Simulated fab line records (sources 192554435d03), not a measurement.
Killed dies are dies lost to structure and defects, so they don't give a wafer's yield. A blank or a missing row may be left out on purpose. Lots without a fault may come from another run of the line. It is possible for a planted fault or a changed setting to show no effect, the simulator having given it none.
Matching of chambers    flow n5-finfet    N5_BEOL_M8_ETCH_61 on rie-diel-02: 4 sister chambers
The step etches SiARC in CF4, target depth 45.5 nm, time 75.8 s. 4 wafers are shown with their chamber, then 8 later ones without.

WAFERS WITH THEIR CHAMBER
wafer   chamber  showerhead-plenum-p-Torr (Torr)
L083.6  0        2.21
L084.1  1        2.09
L084.3  3        2.20
L089.3  2        2.08

WAFERS MISSING THEIR CHAMBER
wafer   showerhead-plenum-p-Torr (Torr)
L089.5  2.20
L089.6  2.08
L092.1  2.08
L092.2  2.09
L092.6  2.20
L097.2  2.07
L097.5  2.19
L097.6  2.19

EACH ONE'S CHAMBER
wafer   from the rows above      in truth
L089.5  can't be placed: 3 or 0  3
L089.6  can't be placed: 2 or 1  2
L092.1  can't be placed: 2 or 1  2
L092.2  can't be placed: 1 or 2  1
L092.6  can't be placed: 3 or 0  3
L097.2  can't be placed: 2 or 1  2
L097.5  can't be placed: 3 or 0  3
L097.6  can't be placed: 3 or 0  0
0 of 8 placed correctly. Not placeable from these rows: 8 (in 8, the candidates include the true chamber). Wrongly placed: 0.
How it was worked out, from the rows above alone: a wafer's distance from a chamber is the root of the sum, over the readings, of the square of ((its reading less the chamber's mean) divided by the reading's scatter). The wafer belongs to the nearest chamber; if the next one is less than 2 further off, it can't be placed. A chamber's mean is the mean of its shown wafers. The scatter (one wafer shown for each chamber): square how far every hidden wafer sits from the nearest shown wafer, average those squares and take the square root.
